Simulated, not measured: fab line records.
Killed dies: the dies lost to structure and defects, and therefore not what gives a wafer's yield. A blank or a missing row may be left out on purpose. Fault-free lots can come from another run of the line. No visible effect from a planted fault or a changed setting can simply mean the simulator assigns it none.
fab line records	flow n5_finfet
record: lots: 5	wafers: 14	last_day: 19
route steps=1938 shown DUMMY_GATE@246 SPACER0@258 PASSIVATION@1936
lots untouched by any fault: they come from a run of this same line in which no faults occurred
start_h: hours from the record's first day to the start of the lot's first wafer shown	wait_h: time in hours since the lot's previous step	" same as the row above	L1.1+2: several wafers, shown together as one row	- no value, or no start was given	* or withheld: withheld	< > ~ a bound
route shown NAME@n: a module of which the file shows steps, and the number in the route of the first	usual: the fault-free wafers' mean and standard deviation	same: alike in all rows	chamber/n: place in a boat	sites: per-site readings	_std_site: their standard deviation	_edge_site: the outer-site mean with the inner-site mean subtracted	radius_mm: for every site, how far away it sits from the centre of the wafer	mask NAME#n: copy n	behind: the most recent tool/chamber to have shaped the wafer	hold: what put the lot on hold/how long, in hours/how the hold closed	device: whichever transistor did not switch (one of n, p or np)	end of line: the tests these same wafers got at the end of their route	step lacking rows: just its recipe	killed: not the wafer's yield, but the dies lost to structure and defects at the first sort	map: per-die view of a wafer (x killed, . not killed, _ where there is no die)
set.NAME: the setting the step ran with; set.NAME@STEP: the setting that earlier step ran with	model.NAME: the simulator's own value behind a step, which no gauge read
a table for each step, a row for each wafer; lots at some steps of the route
services: from which hour (start_h, from the record's first day; less than 0 if before it) a tool's chamber was out of use, for how many hours, and why
== steps ==
step: N5_DUMMY_GATE_ETCH_32
recipe: chemistry: CF4	target: SiO2	target_depth_a: 35	time_s: 3.9	ion_energy_ev: 350	pressure_mtorr: 10	icp_w: 800	bias_w: 400	cf4_flow_sccm: 80
step: N5_DUMMY_GATE_ETCH_23
recipe: chemistry: HBr/Cl2/O2	HBr_flow_sccm: 150	Cl2_flow_sccm: 80	O2_flow_sccm: 12	bias_w: 102	target_depth_a: 410	time_s: 22.3	target: poly-Si	mask_material: SiO2	pressure_mtorr: 10	icp_w: 800
usual: drypump_motor_current_A: 5.9/0.4	oes_product_au: 1.008/0.016	throttle_valve_pct: 37.04/0.27
lot.wafer	tool	chamber	start_h	wait_h	drypump_motor_current_A	oes_product_au	rf_hours_counter_h	throttle_valve_pct
L493.1	rie_si-03	0	77.47	0.0	5.3	1.005	187	37.11
L493.3	"	3	"	"	6.3	0.970	53	37.59
L493.5	"	1	"	"	6.5	1.000	-	36.68
L499.1	rie_si-02	1	108.66	0.0	5.7	0.998	112	36.87
L499.4	"	2	"	"	6.5	1.032	156	37.07
L507.1	rie_si-02	2	153.95	0.0	6.5	1.019	157	37.06
L507.2	"	3	"	"	5.7	0.999	7	36.78
L507.4	"	1	"	"	5.7	0.992	113	36.87
L508.1	rie_si-02	1	161.33	0.0	5.7	0.999	113	36.87
L508.5	"	3	"	"	5.7	0.993	-	36.78
L508.6	"	0	"	"	5.8	1.024	-	37.22
L512.1	rie_si-06	0	187.86	0.0	6.1	1.021	90	36.72
L512.2	"	2	"	"	5.8	0.984	141	36.78
L512.6	"	3	"	"	5.3	1.016	-	37.45
step: N5_DUMMY_GATE_ETCH_44
recipe: chemistry: HBr/O2	over_etch_frac: 0.7	target_depth_a: 1275	stop_on: SiO2	ion_energy_ev: 60	bias_w: 20	target: poly-Si	mask_material: SiO2	pressure_mtorr: 20	icp_w: 400	HBr_flow_sccm: 120	O2_flow_sccm: 10
usual: drypump_motor_current_A: 5.9/0.4	oes_product_au: 0.731/0.011	throttle_valve_pct: 18.36/0.11
lot.wafer	tool	chamber	start_h	wait_h	drypump_motor_current_A	oes_product_au	rf_hours_counter_h	throttle_valve_pct
L493.1	rie_si-03	0	77.52	0.0	5.3	0.714	187	18.43
L493.3	"	3	"	"	6.3	0.720	53	18.58
L493.5	"	1	"	"	6.5	0.729	-	18.32
L499.1	rie_si-02	1	108.71	0.0	5.7	0.734	112	18.34
L499.4	"	2	"	"	6.5	0.736	156	18.22
L507.1	rie_si-02	1	154.01	0.0	5.7	0.718	113	18.35
L507.2	"	0	"	"	5.8	0.729	126	18.49
L507.4	"	3	"	"	5.7	0.712	-	18.29
L508.1	rie_si-02	1	161.39	0.0	5.7	0.730	113	18.34
L508.5	"	3	"	"	5.7	0.720	-	18.29
L508.6	"	0	"	"	5.8	0.741	-	18.49
L512.1	rie_si-06	0	187.92	0.0	6.1	0.731	90	18.23
L512.2	"	2	"	"	5.9	0.734	141	18.21
L512.6	"	3	"	"	5.2	0.737	-	18.52
step: N5_DUMMY_GATE_CD_MEAS_24
recipe: target_cd_nm: 15
usual: cd_nm: 14.9/0.48
lot.wafer	tool	chamber	start_h	wait_h	cd_nm
L493.1	cd_sem-03	-	77.63	0.1	15.4
L493.3	"	-	"	"	15.2
L493.5	"	-	"	"	15.1
L499.1	cd_sem-02	-	108.82	0.1	14.5
L499.4	"	-	"	"	15.0
L507.1	cd_sem-01	-	154.12	0.1	15.5
L507.2	"	-	"	"	14.6
L507.4	"	-	"	"	14.3
L508.1	cd_sem-03	-	161.50	0.1	15.0
L508.5	"	-	"	"	14.9
L508.6	"	-	"	"	14.2
L512.1	cd_sem-03	-	188.03	0.1	14.5
L512.2	"	-	"	"	15.4
L512.6	"	-	"	"	15.7
step: N5_DUMMY_GATE_ETCH_42
recipe: chemistry: CHF3/O2	target: SiO2	target_depth_a: 35	time_s: 31	ion_energy_ev: 30	bias_w: 12	pressure_mtorr: 30	source_w: 600	Ar_flow_sccm: 200	CHF3_flow_sccm: 50	O2_flow_sccm: 5
usual: drypump_motor_current_A: 5.5/0.51	oes_product_au: 0.79/0.088	rf_vpp_V: 42.5/0.99	showerhead_plenum_p_Torr: 2.44/0.093	throttle_valve_pct: 18.86/0.26
lot.wafer	tool	chamber	start_h	wait_h	drypump_motor_current_A	oes_product_au	rf_hours_counter_h	rf_vpp_V	showerhead_plenum_p_Torr	throttle_valve_pct
L493.1	rie_diel-03	0	77.68	0.0	4.9	0.78	126	42.7	2.32	18.99
L493.3	"	2	"	"	6.1	0.72	201	41.9	2.48	18.80
L493.5	"	3	"	"	6.3	0.69	-	40.8	2.40	19.37
L499.1	rie_diel-03	2	108.87	0.0	6.1	0.72	210	43.6	2.48	18.82
L499.4	"	3	"	"	6.3	0.69	235	42.0	2.40	19.39
L507.1	rie_diel-05	2	154.30	0.2	5.0	0.97	7	44.5	2.56	18.83
L507.2	"	1	"	"	5.6	0.87	49	43.8	2.55	18.92
L507.4	"	3	"	"	6.1	0.89	24	41.2	2.36	18.42
L508.1	rie_diel-04	3	161.55	0.0	4.9	0.75	164	42.3	2.49	18.90
L508.5	"	1	"	"	4.9	0.75	-	42.1	2.51	19.18
L508.6	"	0	"	"	5.3	0.75	-	42.1	2.41	18.52
L512.1	rie_diel-03	2	188.44	0.4	6.1	0.69	240	43.6	2.47	18.87
L512.2	"	1	"	"	6.0	0.72	164	42.4	2.40	18.94
L512.6	"	0	"	"	4.9	0.76	-	42.1	2.30	19.04
step: N5_DUMMY_GATE_STRIP_48
recipe: chemistry: N2/H2	time_s: 20	power_w: 100	temp_c: 40	pressure_mtorr: 100	rf_frequency_hz: 6e+07	bias_power_w: 3	n2_flow_sccm: 300	h2_flow_sccm: 300
usual: drypump_motor_current_A: 5.5/0.51	oes_product_au: 0.80/0.087	rf_vpp_V: 45.3/0.88	showerhead_plenum_p_Torr: 3.41/0.13	temp_c: 40.02/0.12	throttle_valve_pct: 12.23/0.26
lot.wafer	tool	chamber	start_h	wait_h	drypump_motor_current_A	oes_product_au	rf_hours_counter_h	rf_vpp_V	showerhead_plenum_p_Torr	temp_c	throttle_valve_pct
L493.1	rie_diel-03	0	77.73	0.0	4.9	0.79	126	45.8	3.26	40.14	12.44
L493.3	"	2	"	"	6.2	0.72	201	44.4	3.48	40.17	12.25
L493.5	"	3	"	"	6.3	0.69	-	45.3	3.31	39.88	12.64
L499.1	rie_diel-03	2	108.92	0.0	6.1	0.72	210	44.7	3.47	40.23	12.29
L499.4	"	3	"	"	6.3	0.69	235	45.3	3.31	40.01	12.65
L507.1	rie_diel-05	2	154.35	0.0	5.1	0.98	7	44.0	3.58	39.85	12.06
L507.2	"	1	"	"	5.6	0.86	49	44.7	3.56	39.99	12.17
L507.4	"	3	"	"	6.1	0.91	24	45.6	3.28	39.77	11.79
L508.1	rie_diel-04	3	161.59	0.0	4.9	0.75	164	45.3	3.49	39.87	12.32
L508.5	"	1	"	"	4.9	0.76	-	44.1	3.50	39.95	12.54
L508.6	"	0	"	"	5.3	0.75	-	44.1	3.39	39.70	12.01
L512.1	rie_diel-03	2	188.49	0.0	6.2	0.69	240	45.4	3.46	39.89	12.36
L512.2	"	1	"	"	6.1	0.72	164	45.6	3.37	39.87	12.45
L512.6	"	0	"	"	4.9	0.76	-	43.3	3.24	39.89	12.52
step: N5_DUMMY_GATE_PRECLEAN_33
recipe: chemistry: dHF	time_s: 10	dilution: 750:1	temp_c: 25
step: N5_DUMMY_GATE_PRECLEAN_25
recipe: chemistry: O3/DIW	time_s: 45	temp_c: 22	o3_ppm: 10
step: N5_DUMMY_GATE_PRECLEAN_51
recipe: chemistry: SC2	time_s: 45	temp_c: 35	mix: 1:1:50
step: N5_DUMMY_GATE_SRD_26
recipe: dry: ipa_marangoni	time_s: 30	temp_c: 23	rinse_liquid: diw
step: N5_DUMMY_GATE_UV_OZONE_45
recipe: time_s: 120	pressure_torr: 760	temp_c: 25
step: N5_DUMMY_GATE_INSPECT_27
recipe: inspect_instrument: brightfield	mode: aei
usual: raw_defect_count: 310/75
lot.wafer	tool	chamber	start_h	wait_h	raw_defect_count
L493.1	defect_inspect-01	-	77.92	0.0	268
L493.3	"	-	"	"	272
L493.5	"	-	"	"	258
L499.1	defect_inspect-01	-	109.11	0.0	212
L499.4	"	-	"	"	396
L507.1	defect_inspect-01	-	154.54	0.0	404
L507.2	"	-	"	"	353
L507.4	"	-	"	"	467
L508.1	defect_inspect-02	-	161.78	0.0	320
L508.5	"	-	"	"	444
L508.6	"	-	"	"	533
L512.1	defect_inspect-01	-	188.67	0.0	246
L512.2	"	-	"	"	188
L512.6	"	-	"	"	262
step: N5_SPACER0_ALD_07
recipe: material: SiNx	target_thk_a: 20	temp_c: 400	ald_precursor_family: SiH2I2	ald_co_reactant: N2/H2-plasma	pressure_torr: 2
usual: heater_power_w: 845/63	susceptor_temp_C: 399.99/0.26
lot.wafer	tool	chamber	start_h	wait_h	heater_power_w	susceptor_temp_C	model.SiNx_of_SPACER0_ALD_07.thk_nm
L493.1	ald_sin-02	2	77.95	0.0	855	399.84	2
L493.3	"	0	"	"	827	400.11	2
L493.5	"	1	"	"	674	400.04	2
L499.1	ald_sin-04	1	109.15	0.0	866	400.28	2
L499.4	"	2	"	"	931	399.71	1.2
L507.1	ald_sin-03	0	154.58	0.0	929	399.35	2
L507.2	"	2	"	"	905	400.39	2
L507.4	"	3	"	"	721	399.99	2
L508.1	ald_sin-03	0	161.82	0.0	891	399.91	2
L508.5	"	2	"	"	900	400.05	2
L508.6	"	3	"	"	718	399.75	2
L512.1	ald_sin-04	1	188.92	0.2	861	400.31	2
L512.2	"	3	"	"	836	399.94	2
L512.6	"	2	"	"	919	399.45	2
step: N5_SPACER0_ALD_00
recipe: material: SiOCN	target_thk_a: 35	temp_c: 400	ald_precursor_family: alkyl-aminosilane	ald_co_reactant: O2/N2-plasma	pulse_time_s: 3	purge_time_s: 2	co_reactant_purge_time_s: 2	ald_cycles: 58	pressure_torr: 2
usual: heater_power_w: 845/62	precursor_pulse_height_rel: 0.999/0.02	susceptor_temp_C: 400.01/0.21
lot.wafer	tool	chamber	start_h	wait_h	heater_power_w	precursor_pulse_height_rel	susceptor_temp_C
L493.1	ald_sin-02	2	78.10	0.1	823	1.003	400.35
L493.3	"	0	"	"	806	0.969	399.77
L493.5	"	1	"	"	700	0.985	400.08
L499.1	ald_sin-04	1	109.30	0.1	845	1.003	399.51
L499.4	"	2	"	"	934	0.969	400.37
L507.1	ald_sin-03	0	154.73	0.1	906	0.974	400.01
L507.2	"	2	"	"	924	1.008	400.17
L507.4	"	3	"	"	739	0.979	400.11
L508.1	ald_sin-03	0	161.97	0.1	915	0.992	400.06
L508.5	"	2	"	"	888	1.026	400.01
L508.6	"	3	"	"	737	1.026	399.87
L512.1	ald_sin-04	1	189.07	0.1	865	1.032	400.15
L512.2	"	3	"	"	829	1.007	399.67
L512.6	"	2	"	"	949	1.039	400.13
step: N5_PASSIVATION_PROBE_49
usual: killed_at_M0_to_M3: 35/12	killed_at_M4_up: 13/5.8	killed_at_contacts: 12/5.5	killed_at_front_end: 36/9.9	killed_at_other: 4/3.7	killed_dies: 101/18	killed_open: 66/13	killed_short: 33/8
same: gross_dies: 1180	killed_at_back_side: 0
lot.wafer	tool	chamber	start_h	wait_h	killed_at_M0_to_M3	killed_at_M4_up	killed_at_contacts	killed_at_front_end	killed_at_other	killed_dies	killed_open	killed_short
L493.1	prober-02	-	308.10	0.0	51	13	11	46	1	122	77	40
L493.3	prober-02	-	308.20	0.1	39	9	6	44	5	103	63	38
L493.5	prober-02	-	308.30	0.2	36	14	7	35	7	99	63	34
killed by level:class
L493.1 BEOL_M0_SAQP:geometric_particle:short=19 BEOL_M0_SAQP:geometric_particle:open=18 FIN_SAQP:geometric_particle:open=12 STI_FIN_REVEAL:geometric_particle:open=9 MOL_CONTACT_COAG:geometric_particle:open=7 FIN_SAQP:geometric_particle:short=5 BEOL_M4:geometric_particle:open=5 MOL_CONTACT_COAG:geometric_particle:short=4
L493.3 BEOL_M0_SAQP:geometric_particle:short=14 STI_FIN_REVEAL:geometric_particle:open=13 FIN_SAQP:geometric_particle:short=9 BEOL_M3:geometric_particle:open=9 FIN_SAQP:geometric_particle:open=8 BEOL_M0_SAQP:geometric_particle:open=7 BEOL_M1:geometric_particle:open=7 MOL_CONTACT_COAG:geometric_particle:open=5
L493.5 BEOL_M0_SAQP:geometric_particle:open=12 BEOL_M0_SAQP:geometric_particle:short=11 FIN_SAQP:geometric_particle:open=9 FIN_SAQP:geometric_particle:short=6 DUMMY_GATE:geometric_particle:open=6 MOL_CONTACT_COAG:geometric_particle:open=6 BEOL_M5:geometric_particle:open=4 MIM_BOT:geometric_particle:short=4
== services ==
tool	chamber	start_h	hours	kind
ald_sin-02	3	59.29	8.1	repair
rie_diel-03	1	70.57	13.5	repair
rie_diel-04	2	71.52	4.8	repair
ald_sin-03	2	85.31	13.8	repair
ald_sin-02	-	85.84	14.0	pm
rie_si-06	1	86.83	2.3	repair
rie_si-03	0	97.58	5.6	repair
rie_si-03	-	101.03	4.3	pm
rie_diel-05	2	111.70	7.9	repair
ald_sin-04	-	115.57	6.1	pm
rie_si-03	2	115.87	4.5	repair
rie_si-06	-	141.29	0.4	repair
rie_diel-05	-	147.63	0.9	repair
ald_sin-02	-	150.28	6.0	pm
rie_diel-03	3	153.55	-	clean
rie_diel-03	0	154.99	7.7	repair
rie_si-02	1	156.07	1.9	repair
rie_diel-04	-	174.46	15.6	pm
ald_sin-02	2	176.22	2.9	repair
ald_sin-03	-	176.81	14.0	pm
rie_diel-05	2	179.59	5.7	repair
rie_diel-05	1	184.83	6.6	repair
rie_diel-05	-	187.41	14.6	pm
rie_si-02	0	187.72	4.2	repair
== key ==
first_sign none at tools or gauges
model_effect: step: N5_SPACER0_ALD_07	value: SiNx_of_SPACER0_ALD_07.thk_nm	without: 2	struck: 1.2
met_at N5_SPACER0_ALD_07
struck_wafers L499.4
tester_left_out L499
fault: kind: process_parameter_drift	tool: ald_sin-04	chamber: -	onset_h: 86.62	steps: N5_SPACER0_ALD_07	channel: target_thk_a	offset: *	shape: step	end_h: 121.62	scope: struck_wafers_only	acts_in: *	stated: *
tester_left_out: of these lots the tester's yield and bins aren't shown, on N5 and GAA mostly nor the transistor test; their killed dies are dies lost to structure and defects alone, not to doping, threshold or leakage, so they don't give the yield
